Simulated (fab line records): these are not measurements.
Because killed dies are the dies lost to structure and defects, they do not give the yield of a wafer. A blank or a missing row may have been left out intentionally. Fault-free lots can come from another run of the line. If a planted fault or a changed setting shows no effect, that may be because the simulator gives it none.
Split-lot study :: flow n5_finfet :: 7 lots, 21 wafers read, on a route of 1938 steps

## THE SPLIT ITSELF
At N5_BEOL_M9_CMP_52 (polishes, stops on SiCOH lowk, t overpolish 7 s, target thk 140 nm), the setting down_force_psi was moved away from the recipe's 1 psi on 4 of the 21 wafers read, by -14.3% to +21.1%. All remaining wafers had this setting at the recipe value.

The reading is taken at the split's own step.

## THE READING
barrier_field_endpoint_s, in s, at N5_BEOL_M9_CMP_52 (polishes, stops on SiCOH lowk, t overpolish 7 s, target thk 140 nm). Typical for fault-free wafers on this fab line: 29.0 s, with standard deviation 0.75 s.

wafer: L075.3
tool, chamber at the split: cmp-03, 1
down_force_psi as run, psi: 0.8697
against the recipe: -13.0%
barrier_field_endpoint_s, s: 34.0
against lot-mates on the recipe: +4.5

wafer: L075.2
tool, chamber at the split: cmp-03, 3
down_force_psi as run, psi: 0.8697
against the recipe: -13.0%
barrier_field_endpoint_s, s: 32.9
against lot-mates on the recipe: +3.4

wafer: L075.6
tool, chamber at the split: cmp-03, 1
down_force_psi as run, psi: 1
against the recipe: recipe
barrier_field_endpoint_s, s: 29.5
against lot-mates on the recipe: -

wafer: L076.4
tool, chamber at the split: cmp-04, 3
down_force_psi as run, psi: 1
against the recipe: recipe
barrier_field_endpoint_s, s: 29.6
against lot-mates on the recipe: -

wafer: L076.3
tool, chamber at the split: cmp-04, 0
down_force_psi as run, psi: 1
against the recipe: recipe
barrier_field_endpoint_s, s: 29.2
against lot-mates on the recipe: -

wafer: L076.5
tool, chamber at the split: cmp-04, 2
down_force_psi as run, psi: 1
against the recipe: recipe
barrier_field_endpoint_s, s: 29.5
against lot-mates on the recipe: -

wafer: L081.2
tool, chamber at the split: cmp-02, 0
down_force_psi as run, psi: 1.211
against the recipe: +21.1%
barrier_field_endpoint_s, s: 23.3
against lot-mates on the recipe: -5.7

wafer: L081.6
tool, chamber at the split: cmp-02, 3
down_force_psi as run, psi: 1
against the recipe: recipe
barrier_field_endpoint_s, s: 29.1
against lot-mates on the recipe: -

wafer: L081.5
tool, chamber at the split: cmp-02, 0
down_force_psi as run, psi: 1
against the recipe: recipe
barrier_field_endpoint_s, s: 28.8
against lot-mates on the recipe: -

wafer: L080.2
tool, chamber at the split: cmp-03, 1
down_force_psi as run, psi: 1
against the recipe: recipe
barrier_field_endpoint_s, s: 29.1
against lot-mates on the recipe: -

wafer: L080.6
tool, chamber at the split: cmp-03, 2
down_force_psi as run, psi: 1
against the recipe: recipe
barrier_field_endpoint_s, s: 30.0
against lot-mates on the recipe: -

wafer: L080.5
tool, chamber at the split: cmp-03, 3
down_force_psi as run, psi: 1
against the recipe: recipe
barrier_field_endpoint_s, s: 30.2
against lot-mates on the recipe: -

wafer: L084.3
tool, chamber at the split: cmp-02, 1
down_force_psi as run, psi: 1
against the recipe: recipe
barrier_field_endpoint_s, s: 27.8
against lot-mates on the recipe: -

wafer: L084.6
tool, chamber at the split: cmp-02, 1
down_force_psi as run, psi: 1
against the recipe: recipe
barrier_field_endpoint_s, s: 29.1
against lot-mates on the recipe: -

wafer: L084.5
tool, chamber at the split: cmp-02, 2
down_force_psi as run, psi: 1
against the recipe: recipe
barrier_field_endpoint_s, s: 27.5
against lot-mates on the recipe: -

wafer: L085.2
tool, chamber at the split: cmp-03, 1
down_force_psi as run, psi: 1
against the recipe: recipe
barrier_field_endpoint_s, s: 28.7
against lot-mates on the recipe: -

wafer: L085.3
tool, chamber at the split: cmp-03, 3
down_force_psi as run, psi: 1
against the recipe: recipe
barrier_field_endpoint_s, s: 28.1
against lot-mates on the recipe: -

wafer: L085.5
tool, chamber at the split: cmp-03, 2
down_force_psi as run, psi: 1
against the recipe: recipe
barrier_field_endpoint_s, s: 28.5
against lot-mates on the recipe: -

wafer: L093.3
tool, chamber at the split: cmp-04, 1
down_force_psi as run, psi: 1
against the recipe: recipe
barrier_field_endpoint_s, s: 29.1
against lot-mates on the recipe: -

wafer: L093.1
tool, chamber at the split: cmp-04, 3
down_force_psi as run, psi: 0.8571
against the recipe: -14.3%
barrier_field_endpoint_s, s: 33.9
against lot-mates on the recipe: +4.5

wafer: L093.5
tool, chamber at the split: cmp-04, 2
down_force_psi as run, psi: 1
against the recipe: recipe
barrier_field_endpoint_s, s: 29.6
against lot-mates on the recipe: -

THE FIT
A straight line over all 21 wafers: barrier_field_endpoint_s changes by -0.307 s for each +1% of down_force_psi; r = -0.95; the points scatter about the line by 0.73 s.
The same after taking each lot's own level away (the mean of its wafers on the recipe; 21 wafers): -0.289 s for each +1%; r = -0.98; scatter 0.43 s.
Per that fit: largest down_force_psi move, reading shift of 6.1 s.
Measured against the standard deviation above, the lots' own levels, which go from 28.13 to 29.77 s, span 2.2 times it.
Consequently the slope shifts little with the lot-to-lot level, the two slopes agreeing.
Check: for one of the wafers moved furthest among these (+21.1%), held out of the fit, the line's prediction against its lot-mates is -6.52 s. It came out at -5.65 s against them.
Tool readings at the split's step, against how far the setting was moved: barrier_field_endpoint_s r = -0.95.

## OTHER SPLITS APPLIED TO THESE WAFERS
Other splits were also applied to these wafers ahead of the reading. Each is held against what the fit with the lots' levels taken away leaves over:
other split on the same wafers: N5_BEOL_M8_EXPOSE_25 dose_mj
wafers away from the commonest value: 3
r with barrier_field_endpoint_s (lot level and that fit taken away): +0.14

other split on the same wafers: N5_BEOL_M8_ETCH_65 source_w
wafers away from the commonest value: 7
r with barrier_field_endpoint_s (lot level and that fit taken away): -0.16

other split on the same wafers: N5_BEOL_M9_TRENCH_ETCH_37 bias_w
wafers away from the commonest value: 7
r with barrier_field_endpoint_s (lot level and that fit taken away): -0.26

## THE FILE'S OWN FIT
barrier_field_endpoint_s changes by -0.289 s for each +1% of down_force_psi, r = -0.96.
